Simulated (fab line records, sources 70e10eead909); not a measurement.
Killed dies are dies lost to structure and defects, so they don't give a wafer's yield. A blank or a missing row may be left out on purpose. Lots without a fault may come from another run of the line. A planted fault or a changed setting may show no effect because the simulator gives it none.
fab line records | flow nand_harc
record lots=23 wafers=69 last_day=25
route steps=1159 shown A_CONTACT@911
lots that met no fault: from a run of the same line without faults
start_h: hours from the record's first day to the start of the lot's first wafer shown | wait_h: hours since the lot's step before | " the same as in the row above | L1.1+2: a row that stands for several wafers | - no value, or no start given | * or withheld: withheld | < > ~ a bound
route shown NAME@n: a module of which the file shows steps, and the number in the route of the first | usual: mean/standard deviation of fault-free wafers | same: alike in all rows | chamber/n: place in a boat | sites: the reading at each site | _std_site: their standard deviation | _edge_site: outer sites' mean less inner sites' | radius_mm: how far each site lies from the wafer's centre | mask NAME#n: copy n | behind: the tool/chamber that last shaped the wafer | hold: why the lot was held/for how many hours/how that ended | device: the transistor (n, p or np) that didn't switch | end of line: the same wafers' tests at the end of the route | a step without rows: its recipe alone | killed: dies lost to structure and defects at the first sort, not the wafer's yield | map: a wafer's dies, x killed, . not, _ none there
set.NAME: the setting as run; set.NAME@STEP: as run at that earlier step | model.NAME: the simulator's own value behind a step, which no gauge read
steps of the route over a sample of lots; a table a step, a row a wafer
services: from which hour (start_h, from the record's first day; less than 0 if before it) a tool's chamber was out of use, for how many hours, and why
## steps
# step NHARC_A_CONTACT_ETCH_131
# recipe source_w=withheld pressure_mtorr=20 bias_v=1200 time_s=155 target_depth_a=9560 ar_flow_sccm=withheld c4f8_flow_sccm=withheld o2_flow_sccm=withheld chemistry=C4F8/O2/Ar
# usual chamber_pressure_mTorr=20.000/0.019
# columns lot.wafer tool chamber start_h wait_h chamber_pressure_mTorr rf_hours_counter_h
L074.2 har_cap_etch-02 0 388.83 0.2 19.990 11
L074.3 " 0 " " 19.989 -
L074.4 " 1 " " 19.998 -
L075.2 har_cap_etch-02 0 393.64 0.2 19.995 13
L075.6 " 0 " " 20.015 -
L075.5 " 1 " " 19.992 -
L076.2 har_cap_etch-01 1 400.50 0.1 19.984 60
L076.3 " 0 " " 20.000 -
L076.5 " 1 " " 20.002 -
L078.2 har_cap_etch-02 0 402.83 0.1 20.015 15
L078.4 " 0 " " 19.988 -
L078.3 " 1 " " 19.990 -
L079.1 har_cap_etch-03 0 416.35 0.1 19.991 93
L079.3 " 0 " " 19.985 -
L079.5 " 0 " " 19.991 -
L081.1 har_cap_etch-01 0 418.98 0.1 20.001 63
L081.3 " 0 " " 20.011 -
L081.5 " 0 " " 19.985 -
L082.1 har_cap_etch-03 0 421.82 0.1 19.990 94
L082.4 " 0 " " 19.986 -
L082.5 " 0 " " 20.003 -
L080.2 har_cap_etch-01 1 424.29 0.1 20.006 65
L080.3 " 1 " " 19.975 -
L080.6 " 0 " " 20.000 -
L084.1 har_cap_etch-01 0 434.71 0.1 19.983 67
L084.2 " 1 " " 19.973 67
L084.3 " 0 " " 19.978 -
L083.1 har_cap_etch-03 1 435.63 0.1 20.043 97
L083.5 " 1 " " 20.010 -
L083.6 " 0 " " 19.983 -
L086.1 har_cap_etch-02 0 449.42 0.1 19.991 23
L086.2 " 1 " " 20.011 23
L086.6 " 1 " " 19.988 -
L085.1 har_cap_etch-03 0 449.80 0.1 19.989 100
L085.3 " 0 " " 19.991 -
L085.6 " 0 " " 19.989 -
L088.2 har_cap_etch-01 1 453.66 0.1 20.018 71
L088.1 " 0 " " 19.993 71
L088.3 " 1 " " 20.020 -
L087.2 har_cap_etch-01 1 459.05 0.1 20.007 72
L087.1 " 0 " " 19.998 72
L087.4 " 0 " " 19.970 -
L089.1 har_cap_etch-01 0 465.14 0.1 20.014 74
L089.3 " 1 " " 20.024 -
L089.6 " 0 " " 19.996 -
L094.1 har_cap_etch-01 0 480.57 0.2 20.011 76
L094.2 " 1 " " 20.005 76
L094.3 " 1 " " 20.012 -
L090.3 har_cap_etch-02 1 483.10 0.1 20.011 -
L090.4 " 0 " " 19.981 -
L090.6 " 1 " " 19.975 -
L095.2 har_cap_etch-02 1 486.90 0.1 19.991 30
L095.3 " 1 " " 20.016 -
L095.6 " 0 " " 20.037 -
L092.3 har_cap_etch-03 1 488.77 0.1 19.980 -
L092.6 " 1 " " 19.983 -
L092.5 " 0 " " 19.986 -
L091.3 har_cap_etch-02 1 494.79 0.1 20.000 -
L091.6 " 0 " " 20.040 -
L091.5 " 1 " " 20.012 -
L093.2 har_cap_etch-03 1 495.49 0.2 19.992 109
L093.3 " 0 " " 20.014 -
L093.6 " 0 " " 20.046 -
L096.1 har_cap_etch-02 1 500.23 0.1 20.027 34
L096.2 " 0 " " 19.986 34
L096.3 " 0 " " 19.987 -
L097.2 har_cap_etch-01 1 533.75 0.2 19.993 83
L097.3 " 0 " " 20.018 -
L097.6 " 0 " " 20.009 -
# step NHARC_A_CONTACT_ETCH_133
# recipe source_w=withheld pressure_mtorr=20 bias_v=400 time_s=195 target_depth_a=8400 ar_flow_sccm=withheld c4f8_flow_sccm=11.5 o2_flow_sccm=7.2 chemistry=C4F8/O2/Ar
# usual chamber_pressure_mTorr=20.000/0.017
# columns lot.wafer tool chamber start_h wait_h chamber_pressure_mTorr rf_hours_counter_h
L074.2 har_cap_etch-02 0 389.21 0.2 19.986 12
L074.3 " 0 " " 20.015 -
L074.4 " 1 " " 20.016 -
L075.2 har_cap_etch-02 0 394.09 0.2 20.009 13
L075.6 " 0 " " 19.991 -
L075.5 " 1 " " 19.984 -
L076.2 har_cap_etch-01 1 400.81 0.1 20.003 60
L076.3 " 0 " " 20.000 -
L076.5 " 1 " " 19.989 -
L078.2 har_cap_etch-02 0 403.12 0.1 20.000 15
L078.4 " 0 " " 20.001 -
L078.3 " 1 " " 20.017 -
L079.1 har_cap_etch-03 0 416.63 0.1 20.023 93
L079.3 " 0 " " 19.972 -
L079.5 " 0 " " 19.984 -
L081.1 har_cap_etch-01 0 419.27 0.1 20.001 64
L081.3 " 0 " " 20.015 -
L081.5 " 0 " " 19.993 -
L082.1 har_cap_etch-03 0 422.12 0.1 19.994 95
L082.4 " 0 " " 19.982 -
L082.5 " 0 " " 20.009 -
L080.2 har_cap_etch-01 1 424.58 0.1 19.971 65
L080.3 " 1 " " 20.015 -
L080.6 " 0 " " 19.984 -
L084.1 har_cap_etch-01 0 435.00 0.1 19.992 68
L084.2 " 1 " " 20.036 68
L084.3 " 0 " " 19.986 -
L083.1 har_cap_etch-03 1 435.91 0.1 19.994 97
L083.5 " 1 " " 20.016 -
L083.6 " 0 " " 19.990 -
L086.1 har_cap_etch-02 0 449.70 0.1 20.015 23
L086.2 " 1 " " 19.987 23
L086.6 " 1 " " 19.998 -
L085.1 har_cap_etch-03 0 450.08 0.1 19.974 101
L085.3 " 0 " " 20.007 -
L085.6 " 0 " " 19.989 -
L088.2 har_cap_etch-01 1 453.94 0.1 19.999 71
L088.1 " 0 " " 20.020 71
L088.3 " 1 " " 20.000 -
L087.2 har_cap_etch-01 1 459.33 0.1 19.988 73
L087.1 " 0 " " 19.961 73
L087.4 " 0 " " 20.043 -
L089.1 har_cap_etch-01 0 465.45 0.1 20.025 74
L089.3 " 1 " " 19.987 -
L089.6 " 0 " " 20.000 -
L094.1 har_cap_etch-01 0 480.95 0.2 20.001 76
L094.2 " 1 " " 20.003 76
L094.3 " 1 " " 19.996 -
L090.3 har_cap_etch-02 1 483.43 0.2 19.991 -
L090.4 " 0 " " 19.980 -
L090.6 " 1 " " 20.005 -
L095.2 har_cap_etch-02 1 487.18 0.1 19.998 30
L095.3 " 1 " " 20.014 -
L095.6 " 0 " " 20.016 -
L092.3 har_cap_etch-03 1 489.10 0.2 20.006 -
L092.6 " 1 " " 19.987 -
L092.5 " 0 " " 20.020 -
L091.3 har_cap_etch-02 1 495.14 0.2 19.980 -
L091.6 " 0 " " 19.997 -
L091.5 " 1 " " 19.970 -
L093.2 har_cap_etch-03 1 495.90 0.2 19.980 110
L093.3 " 0 " " 20.004 -
L093.6 " 0 " " 19.986 -
L096.1 har_cap_etch-02 1 500.51 0.1 19.951 34
L096.2 " 0 " " 20.023 34
L096.3 " 0 " " 19.980 -
L097.2 har_cap_etch-01 1 534.15 0.2 20.011 84
L097.3 " 0 " " 20.008 -
L097.6 " 0 " " 20.001 -
# step NHARC_A_CONTACT_ETCH_91
# recipe target_depth_a=400 over_etch_frac=0.5 time_s=85.7 ion_energy_ev=120 ch3f_flow_sccm=50 o2_flow_sccm=30 ar_flow_sccm=200 rf_w=500 bias_w=100 chemistry=CH3F/O2
# usual chamber_pressure_mTorr=24.995/0.024 drypump_motor_current_A=5.93/0.23 oes_product_au=0.95/0.037 rf_vpp_V=244.0/1.7 showerhead_plenum_p_Torr=2.43/0.11 throttle_valve_pct=20.664/0.0087
# columns lot.wafer tool chamber start_h wait_h chamber_pressure_mTorr drypump_motor_current_A oes_product_au rf_hours_counter_h rf_vpp_V showerhead_plenum_p_Torr throttle_valve_pct
L074.3 rie_diel-12 0 389.89 0.5 24.988 6.12 1.01 0 245.1 2.45 20.667
L074.4 " 1 " " 24.977 5.77 1.00 0 241.9 2.30 20.653
L074.2 " 2 " " 24.984 5.56 0.99 0 244.1 2.43 20.657
L075.2 rie_diel-02 3 394.89 0.7 24.999 5.99 0.99 10 242.6 2.37 20.652
L075.6 " 1 " " 24.972 6.24 1.02 - 245.5 2.59 20.661
L075.5 " 2 " " 25.037 6.06 1.01 - 244.5 2.38 20.671
L076.2 rie_diel-12 0 401.33 0.5 25.005 6.12 0.93 3 244.0 2.45 20.673
L076.3 " 1 " " 24.986 5.80 0.92 3 240.4 2.30 20.676
L076.5 " 0 " " 24.993 6.13 0.93 - 244.6 2.45 20.660
L078.4 rie_diel-12 2 403.68 0.4 25.046 5.57 0.92 3 244.8 2.42 20.664
L078.2 " 3 " " 25.003 6.22 0.93 4 245.8 2.55 20.654
L078.3 " 0 " " 24.999 6.13 0.93 3 243.4 2.45 20.664
L079.3 rie_diel-12 3 417.20 0.4 25.024 6.21 1.00 8 246.3 2.55 20.659
L079.1 " 1 " " 24.973 5.80 0.94 3 243.5 2.30 20.669
L079.5 " 3 " " 24.968 6.23 1.00 - 245.5 2.55 20.671
L081.1 rie_diel-01 0 419.86 0.6 24.979 5.71 1.01 38 241.1 2.29 20.661
L081.3 " 1 " " 24.984 6.07 1.00 38 246.3 2.54 20.651
L081.5 " 2 " " 24.967 5.72 0.99 - 241.4 2.30 20.645
L082.1 rie_diel-01 0 422.67 0.5 24.997 5.67 0.93 39 241.4 2.29 20.672
L082.4 " 1 " " 24.995 6.12 0.93 39 246.7 2.54 20.665
L082.5 " 3 " " 24.976 5.63 0.92 - 246.2 2.62 20.672
L080.2 rie_diel-12 1 425.15 0.5 24.956 5.78 0.91 6 241.3 2.30 20.662
L080.3 " 2 " " 25.005 5.57 0.91 11 244.4 2.42 20.675
L080.6 " 1 " " 25.028 5.79 0.92 - 242.2 2.30 20.663
L084.3 rie_diel-02 0 435.56 0.4 25.008 6.02 0.92 15 245.0 2.42 20.678
L084.1 " 1 " " 24.981 6.23 0.93 19 246.9 2.59 20.674
L084.2 " 2 " " 25.004 6.01 0.96 17 243.6 2.37 20.652
L083.1 rie_diel-01 2 436.52 0.6 24.996 5.73 0.93 48 240.9 2.29 20.664
L083.5 " 3 " " 24.977 5.61 0.92 - 247.4 2.61 20.659
L083.6 " 0 " " 25.021 5.69 0.93 - 243.3 2.28 20.684
L086.1 rie_diel-12 0 450.27 0.5 24.994 6.11 1.00 21 243.7 2.44 20.665
L086.2 " 1 " " 24.967 5.78 1.00 14 242.5 2.30 20.665
L086.6 " 1 " " 24.982 5.80 1.00 - 242.2 2.30 20.664
L085.3 rie_diel-02 0 450.64 0.4 24.958 6.03 1.00 18 243.9 2.42 20.668
L085.1 " 2 " " 24.967 6.01 1.01 20 243.9 2.37 20.658
L085.6 " 0 " " 24.983 6.03 0.99 - 244.9 2.42 20.656
L088.3 rie_diel-01 0 454.52 0.4 25.001 5.72 1.01 52 241.5 2.28 20.655
L088.1 " 1 " " 25.002 6.11 1.01 50 246.7 2.53 20.669
L088.2 " 2 " " 24.990 5.69 0.99 54 243.4 2.29 20.672
L087.4 rie_diel-01 0 459.90 0.4 24.977 5.69 0.93 54 241.5 2.28 20.669
L087.2 " 1 " " 24.998 6.09 0.93 52 245.8 2.53 20.664
L087.1 " 2 " " 24.999 5.72 0.92 56 242.4 2.29 20.662
L089.1 rie_diel-02 2 465.98 0.5 25.034 6.01 0.94 23 242.4 2.37 20.668
L089.3 " 1 " " 25.005 6.23 0.93 26 244.6 2.58 20.673
L089.6 " 2 " " 24.996 6.05 0.94 - 243.5 2.37 20.663
L094.2 rie_diel-01 2 481.61 0.5 25.046 5.69 0.90 64 242.7 2.29 20.658
L094.1 " 0 " " 24.987 5.69 0.93 62 242.1 2.28 20.670
L094.3 " 1 " " 24.946 6.14 0.93 60 245.2 2.53 20.662
L090.3 rie_diel-12 1 483.90 0.4 24.998 5.79 0.93 27 243.1 2.29 20.657
L090.4 " 0 " " 25.019 6.12 0.92 33 244.3 2.44 20.674
L090.6 " 1 " " 25.016 5.77 0.92 - 242.5 2.29 20.659
L095.2 rie_diel-02 1 487.75 0.5 25.023 6.23 0.93 32 245.7 2.58 20.656
L095.3 " 2 " " 25.023 6.06 0.93 29 243.3 2.37 20.663
L095.6 " 2 " " 24.995 6.04 0.92 - 242.8 2.37 20.655
L092.3 rie_diel-12 2 489.61 0.5 24.985 5.59 0.92 33 243.9 2.41 20.648
L092.6 " 0 " " 24.989 6.11 0.92 - 244.2 2.44 20.679
L092.5 " 1 " " 24.996 5.82 0.92 - 241.2 2.29 20.674
L091.3 rie_diel-02 2 495.58 0.4 24.985 6.09 1.01 31 243.9 2.37 20.667
L091.6 " 1 " " 24.976 6.23 1.00 - 245.6 2.58 20.665
L091.5 " 2 " " 25.008 6.02 1.00 - 243.8 2.37 20.678
L093.3 rie_diel-12 0 496.50 0.5 25.018 6.11 0.93 36 244.2 2.44 20.664
L093.2 " 1 " " 25.038 5.80 0.92 30 243.1 2.29 20.694
L093.6 " 1 " " 24.980 5.78 0.92 - 241.8 2.29 20.667
L096.3 rie_diel-12 0 501.08 0.4 25.030 6.12 0.93 38 244.5 2.44 20.670
L096.1 " 1 " " 24.985 5.77 0.91 32 241.3 2.29 20.663
L096.2 " 3 " " 24.994 6.19 0.93 37 245.6 2.54 20.656
L097.2 rie_diel-02 1 534.76 0.5 25.016 6.23 0.91 4 245.9 2.58 20.648
L097.3 " 3 " " 25.006 5.96 0.92 4 242.7 2.36 20.660
L097.6 " 0 " " 25.028 6.02 0.93 - 242.1 2.41 20.663
# step NHARC_A_CONTACT_DESCUM_13
# recipe time_s=3 o2_flow_sccm=200 ar_flow_sccm=0 bias_power_w=0 chemistry=O2
# usual chamber_pressure_mTorr=59.99/0.049 drypump_motor_current_A=5.96/0.22 oes_product_au=1.000/0.0081 rf_vpp_V=57.7/0.86 showerhead_plenum_p_Torr=1.90/0.087 throttle_valve_pct=11.311/0.0094
# columns lot.wafer tool chamber start_h wait_h chamber_pressure_mTorr drypump_motor_current_A oes_product_au rf_hours_counter_h rf_vpp_V showerhead_plenum_p_Torr throttle_valve_pct
L074.3 rie_diel-12 1 393.20 0.1 59.94 5.79 0.986 1 57.3 1.79 11.308
L074.2 " 2 " " 60.04 5.59 0.999 1 57.4 1.89 11.319
L074.4 " 0 " " 59.99 6.12 0.985 1 58.3 1.91 11.314
L075.2 rie_diel-02 1 398.40 0.1 60.04 6.23 1.009 12 58.5 2.02 11.302
L075.6 " 2 " " 59.87 6.08 1.008 - 57.5 1.85 11.316
L075.5 " 3 " " 60.01 6.04 1.002 - 56.5 1.84 11.305
L076.3 rie_diel-02 1 404.82 0.1 60.02 6.22 1.000 12 58.0 2.02 11.315
L076.2 " 2 " " 59.94 6.04 1.011 12 57.8 1.85 11.316
L076.5 " 1 " " 60.00 6.20 1.008 - 57.2 2.02 11.306
L078.3 rie_diel-01 2 407.98 0.1 59.93 5.70 0.992 35 56.7 1.79 11.320
L078.4 " 0 " " 60.01 5.73 1.007 31 58.0 1.78 11.303
L078.2 " 1 " " 60.00 6.13 0.996 31 58.2 1.98 11.314
L079.3 rie_diel-02 2 420.82 0.1 60.06 6.05 1.003 15 57.2 1.85 11.318
L079.1 " 3 " " 59.94 5.99 0.990 15 56.4 1.84 11.331
L079.5 " 2 " " 59.93 6.05 1.008 - 58.4 1.85 11.321
L081.1 rie_diel-02 3 423.51 0.1 59.97 5.99 0.995 16 55.9 1.84 11.315
L081.3 " 3 " " 59.98 5.96 0.993 - 57.6 1.84 11.325
L081.5 " 1 " " 60.00 6.23 1.018 - 58.2 2.02 11.312
L082.1 rie_diel-12 2 426.80 0.1 60.09 5.58 0.993 12 56.8 1.88 11.303
L082.4 " 3 " " 59.99 6.18 0.994 13 58.0 1.99 11.301
L082.5 " 2 " " 59.87 5.56 0.981 - 57.4 1.88 11.299
L080.2 rie_diel-02 0 429.08 0.1 60.00 6.02 0.996 13 57.9 1.88 11.322
L080.3 " 1 " " 60.05 6.23 0.996 18 58.9 2.02 11.310
L080.6 " 3 " " 60.01 5.99 0.983 - 57.2 1.84 11.327
L084.2 rie_diel-01 3 440.91 0.1 60.01 5.54 1.008 50 59.0 2.04 11.305
L084.3 " 1 " " 59.99 6.11 0.995 46 57.7 1.98 11.317
L084.1 " 2 " " 59.96 5.71 0.995 49 58.3 1.78 11.312
L083.1 rie_diel-02 1 441.36 0.1 60.00 6.23 1.001 20 57.9 2.02 11.305
L083.5 " 0 " " 59.89 6.04 1.004 - 59.1 1.88 11.305
L083.6 " 2 " " 59.98 6.04 1.001 - 58.0 1.85 11.326
L086.1 rie_diel-12 1 456.18 0.1 59.94 5.81 1.006 16 57.6 1.78 11.316
L086.2 " 2 " " 59.93 5.59 1.004 19 56.7 1.88 11.297
L086.6 " 1 " " 60.00 5.78 1.005 - 55.9 1.78 11.313
L085.3 rie_diel-01 0 457.70 0.1 60.03 5.71 1.008 53 57.0 1.77 11.325
L085.1 " 1 " " 60.04 6.13 0.998 51 57.9 1.97 11.297
L085.6 " 0 " " 59.95 5.69 1.003 - 57.1 1.77 11.306
L088.1 rie_diel-02 0 458.82 0.1 60.04 5.99 1.004 21 58.1 1.88 11.316
L088.2 " 2 " " 59.93 6.06 1.007 22 58.6 1.84 11.317
L088.3 " 3 " " 60.04 5.98 0.989 19 57.7 1.84 11.322
L087.1 rie_diel-12 0 463.54 0.1 59.96 6.12 0.991 26 58.0 1.90 11.303
L087.2 " 1 " " 60.02 5.79 0.998 18 57.0 1.78 11.335
L087.4 " 2 " " 59.95 5.56 0.985 24 59.6 1.88 11.304
L089.3 rie_diel-02 3 471.78 0.1 59.98 5.99 0.987 21 57.7 1.84 11.302
L089.1 " 1 " " 59.95 6.23 1.002 27 57.7 2.01 11.304
L089.6 " 0 " " 60.04 6.03 1.012 - 57.2 1.88 11.323
L094.2 rie_diel-12 2 487.80 0.1 60.02 5.58 0.992 32 58.0 1.88 11.313
L094.1 " 3 " " 59.96 6.20 0.993 34 58.1 1.98 11.318
L094.3 " 1 " " 60.08 5.80 0.991 28 56.3 1.78 11.332
L090.4 rie_diel-01 0 490.87 0.1 59.86 5.69 1.002 67 57.9 1.77 11.307
L090.3 " 1 " " 60.04 6.09 0.996 62 57.6 1.97 11.337
L090.6 " 0 " " 59.94 5.70 1.000 - 57.3 1.77 11.305
L095.3 rie_diel-02 3 492.18 0.1 60.02 6.03 0.992 27 58.4 1.84 11.322
L095.2 " 0 " " 60.05 6.01 1.006 28 56.8 1.88 11.298
L095.6 " 1 " " 59.99 6.23 1.006 - 57.9 2.01 11.300
L092.3 rie_diel-12 1 495.51 0.1 59.94 5.79 0.998 30 57.3 1.78 11.315
L092.5 " 1 " " 59.93 5.79 1.006 - 57.4 1.78 11.316
L092.6 " 2 " " 59.94 5.58 1.001 - 57.0 1.88 11.321
L091.3 rie_diel-02 0 500.59 0.1 60.02 6.00 1.004 29 58.0 1.88 11.326
L091.6 " 3 " " 59.97 6.00 0.990 - 58.6 1.84 11.304
L091.5 " 0 " " 59.96 6.00 1.001 - 58.3 1.88 11.320
L093.3 rie_diel-12 1 502.77 0.1 60.03 5.78 0.993 32 58.1 1.78 11.307
L093.2 " 3 " " 59.96 6.20 1.000 37 57.7 1.98 11.309
L093.6 " 0 " " 60.02 6.13 1.010 - 57.5 1.90 11.313
L096.2 rie_diel-02 2 504.45 0.1 60.07 6.08 1.003 32 58.5 1.84 11.313
L096.1 " 3 " " 59.96 6.00 0.982 30 57.0 1.83 11.306
L096.3 " 0 " " 59.97 6.01 1.002 30 57.0 1.87 11.328
L097.3 rie_diel-01 2 540.41 0.1 59.95 5.67 1.004 14 57.3 2.07 11.309
L097.2 " 3 " " 60.02 5.52 1.003 13 59.1 2.03 11.318
L097.6 " 1 " " 60.05 6.07 1.006 - 58.5 1.97 11.305
# step NHARC_A_CONTACT_ALD_18
# recipe target_thk_a=30 pulse_time_s=1 ald_cycles=150 temp_c=450 material=TiN
# usual heater_power_w=1113/130 precursor_pulse_height_rel=1.002/0.019
# columns lot.wafer tool chamber start_h wait_h heater_power_w precursor_pulse_height_rel since_wet_clean_h
L074.2 ald_metal-02 0 396.75 - 1016 0.996 23
L074.3 " 1 " " 1260 0.987 23
L074.4 " 2 " " 1043 0.981 23
L075.2 ald_metal-03 2 401.73 - 1185 1.017 70
L075.6 " 3 " " 1309 0.973 -
L075.5 " 0 " " 943 0.999 -
L076.3 ald_metal-03 3 408.32 - 1343 1.022 76
L076.2 " 0 " " 960 1.018 76
L076.5 " 1 " " 1222 1.018 -
L078.3 ald_metal-02 0 411.50 - 1000 0.976 37
L078.2 " 1 " " 1250 1.035 37
L078.4 " 2 " " 1042 1.006 37
L079.1 ald_metal-04 0 425.70 - 962 0.992 10
L079.3 " 2 " " 1035 1.027 10
L079.5 " 0 " " 996 1.011 -
L081.3 ald_metal-03 3 427.83 - 1364 1.004 96
L081.1 " 0 " " 928 1.025 96
L081.5 " 0 " " 940 1.027 -
L082.4 ald_metal-02 1 430.43 - 1298 0.982 56
L082.1 " 3 " " 996 1.000 56
L082.5 " 2 " " 1047 1.018 -
L080.3 ald_metal-03 0 432.66 - 938 0.989 101
L080.2 " 2 " " 1244 1.039 101
L080.6 " 0 " " 955 1.026 -
L084.2 ald_metal-02 2 444.74 - 1058 1.036 71
L084.1 " 3 " " 1020 1.012 71
L084.3 " 0 " " 1037 0.982 71
L083.1 ald_metal-03 0 445.24 - 951 1.025 113
L083.6 " 3 " " 1371 1.023 -
L083.5 " 0 " " 923 1.010 -
L086.2 ald_metal-04 3 460.22 - 1189 0.994 44
L086.1 " 0 " " 979 1.016 44
L086.6 " 3 " " 1259 1.011 -
L085.3 ald_metal-02 0 461.33 - 1029 1.033 87
L085.1 " 1 " " 1257 0.999 87
L085.6 " 0 " " 1016 1.022 -
L088.2 ald_metal-04 0 462.53 - 964 1.010 47
L088.1 " 1 " " 997 1.019 47
L088.3 " 2 " " 1018 0.976 47
L087.2 ald_metal-02 0 467.20 - 1038 0.987 93
L087.1 " 1 " " 1243 1.009 93
L087.4 " 2 " " 1035 0.999 93
L089.1 ald_metal-03 0 475.02 - 945 1.032 143
L089.3 " 3 " " 1371 0.991 143
L089.6 " 0 " " 955 0.963 -
L094.1 ald_metal-04 0 491.38 - 985 1.010 75
L094.3 " 2 " " 1026 0.992 75
L094.2 " 3 " " 1208 0.993 75
L090.4 ald_metal-03 3 494.50 - 1358 1.025 163
L090.3 " 2 " " 1237 0.981 163
L090.6 " 3 " " 1328 1.015 -
L095.3 ald_metal-04 3 495.60 - 1216 1.003 80
L095.2 " 1 " " 982 0.991 80
L095.6 " 1 " " 978 0.973 -
L092.3 ald_metal-02 3 499.03 - 1027 1.019 125
L092.5 " 1 " " 1249 0.993 -
L092.6 " 2 " " 1076 1.029 -
L091.3 ald_metal-02 0 504.20 - 1030 1.022 130
L091.6 " 2 " " 1059 1.024 -
L091.5 " 3 " " 1026 0.978 -
L093.3 ald_metal-04 1 506.24 - 978 1.000 90
L093.2 " 2 " " 998 1.009 90
L093.6 " 1 " " 991 0.984 -
L096.3 ald_metal-02 1 507.75 - 1262 0.988 134
L096.2 " 2 " " 1057 1.021 134
L096.1 " 3 " " 1012 0.995 134
L097.2 ald_metal-03 2 543.82 - 1184 1.002 34
L097.3 " 0 " " 915 1.021 34
L097.6 " 2 " " 1168 0.988 -
# step NHARC_A_CONTACT_CVD_19
# recipe target_thk_a=3000 temp_c=300 pressure_torr=40 wf6_flow_sccm=40 h2_flow_sccm=1600 ar_flow_sccm=1560 time_s=802 material=W
# usual chamber_pressure_Torr=40.01/0.083 heater_power_w=455/23 mfc_wf6_sccm=40.01/0.12 throttle_valve_pct=7.8/0.31
# columns lot.wafer tool chamber start_h wait_h chamber_pressure_Torr heater_power_w mfc_wf6_sccm since_wet_clean_h throttle_valve_pct
L074.2 cvd_w-02 0 - - 39.81 484 40.10 12 7.7
L074.3 " 1 " " 40.03 426 39.88 - 8.1
L074.4 " 0 " " 39.96 488 39.88 - 7.6
L075.2 cvd_w-02 0 - - 40.10 485 40.17 13 7.5
L075.5 " 1 " " 40.00 429 40.17 - 7.9
L075.6 " 0 " " 40.14 464 40.04 - 7.3
L076.2 cvd_w-01 0 - - 40.03 451 40.11 107 7.5
L076.3 " 0 " " 40.07 440 40.15 - 7.6
L076.5 " 1 " " 40.02 445 39.94 - 7.4
L078.2 cvd_w-02 1 - - 39.92 421 39.97 21 8.3
L078.3 " 0 " " 39.77 477 40.16 - 7.6
L078.4 " 1 " " 40.04 433 39.96 - 8.2
L079.1 cvd_w-02 1 - - 40.08 425 39.82 32 8.1
L079.3 " 1 " " 40.11 426 40.08 - 8.3
L079.5 " 1 " " 40.22 429 39.92 - 7.8
L081.1 cvd_w-01 1 - - 40.05 450 39.98 121 7.7
L081.3 " 0 " " 39.94 428 40.25 - 7.8
L081.5 " 1 " " 40.05 443 39.96 - 7.8
L082.1 cvd_w-02 1 - - 39.96 434 40.18 40 8.0
L082.4 " 1 " " 40.00 424 40.10 - 8.1
L082.5 " 0 " " 39.93 480 40.22 - 7.7
L080.2 cvd_w-02 1 - - 39.87 432 40.09 42 8.0
L080.3 " 1 " " 39.99 421 40.02 - 8.2
L080.6 " 0 " " 40.04 478 39.97 - 7.6
L084.2 cvd_w-01 1 - - 39.98 450 39.89 138 7.8
L084.1 " 0 " " 39.93 452 39.81 138 7.7
L084.3 " 1 " " 40.16 445 40.17 - 7.7
L083.1 cvd_w-01 0 - - 40.09 447 40.08 139 7.7
L083.6 " 1 " " 40.10 451 40.28 - 7.7
L083.5 " 0 " " 40.09 434 39.81 - 7.7
L086.2 cvd_w-01 0 - - 39.98 441 40.03 154 7.7
L086.1 " 1 " " 39.98 450 40.08 154 7.6
L086.6 " 0 " " 39.96 443 40.06 - 7.5
L085.1 cvd_w-01 1 - - 39.94 447 39.87 159 7.5
L085.3 " 1 " " 40.01 436 39.96 - 7.6
L085.6 " 1 " " 39.96 451 39.81 - 7.7
L088.1 cvd_w-02 0 - - 40.13 488 40.03 72 7.7
L088.2 " 1 " " 39.87 433 39.92 72 8.0
L088.3 " 0 " " 40.08 477 39.93 - 7.8
L087.1 cvd_w-01 0 - - 40.03 446 39.83 161 7.7
L087.2 " 1 " " 40.13 466 39.83 161 7.6
L087.4 " 0 " " 39.99 438 39.93 - 7.7
L089.1 cvd_w-02 0 - - 39.91 483 39.89 89 7.7
L089.3 " 0 " " 39.87 483 39.89 - 7.3
L089.6 " 0 " " 39.80 491 39.88 - 7.7
L094.1 cvd_w-02 1 - - 39.95 431 39.94 98 8.4
L094.2 " 0 " " 39.95 501 40.05 98 7.5
L094.3 " 1 " " 39.98 437 39.74 - 8.3
L090.3 cvd_w-01 1 - - 40.01 462 39.99 - 7.4
L090.4 " 0 " " 39.88 453 39.91 - 7.5
L090.6 " 1 " " 40.04 481 39.98 - 7.3
L095.2 cvd_w-02 0 - - 40.03 482 40.00 102 7.6
L095.3 " 0 " " 39.90 486 39.84 - 7.3
L095.6 " 0 " " 40.09 498 40.03 - 7.5
L092.3 cvd_w-01 0 - - 40.09 457 39.91 - 7.3
L092.5 " 1 " " 40.00 479 40.01 - 7.6
L092.6 " 0 " " 40.04 447 39.99 - 7.6
L091.3 cvd_w-02 0 - - 40.01 492 40.06 - 7.6
L091.6 " 0 " " 40.04 505 40.16 - 7.7
L091.5 " 1 " " 39.99 429 40.14 - 8.1
L093.2 cvd_w-01 1 - - 39.93 459 40.19 18 7.7
L093.3 " 0 " " 40.04 454 39.92 - 7.7
L093.6 " 1 " " 39.92 472 40.07 - 7.4
L096.2 cvd_w-02 0 - - 40.02 478 39.82 115 7.5
L096.1 " 1 " " 39.96 419 39.71 115 8.4
L096.3 " 0 " " 40.01 480 39.95 - 7.4
L097.2 cvd_w-02 0 - - 40.11 490 39.98 153 7.6
L097.3 " 1 " " 39.98 432 40.18 - 8.2
L097.6 " 1 " " 39.98 436 39.93 - 8.3
## services
# columns tool chamber start_h hours kind
rie_diel-12 - 380.36 9.0 pm
cvd_w-02 - 381.37 13.0 pm
rie_diel-02 0 385.83 - clean
rie_diel-02 1 385.83 - clean
rie_diel-02 2 385.83 - clean
rie_diel-02 3 385.83 - clean
cvd_w-01 - 393.28 0.3 repair
rie_diel-12 1 404.57 12.5 repair
ald_metal-04 - 406.00 10.0 pm
rie_diel-02 2 421.46 9.2 repair
rie_diel-02 3 431.41 25.1 repair
rie_diel-01 - 465.37 0.4 repair
cvd_w-01 - 477.28 13.0 pm
rie_diel-12 - 477.69 0.4 repair
rie_diel-01 1 482.87 4.4 repair
rie_diel-01 - 491.82 9.0 pm
ald_metal-04 0 491.82 18.1 repair
ald_metal-03 3 498.30 4.6 repair
ald_metal-03 - 500.00 10.0 pm
ald_metal-02 - 500.26 1.6 repair
rie_diel-02 - 504.83 9.0 pm
ald_metal-02 2 510.10 12.7 repair
ald_metal-02 - 542.10 10.0 pm
har_cap_etch-03 - 545.00 17.0 pm
## key
fault none
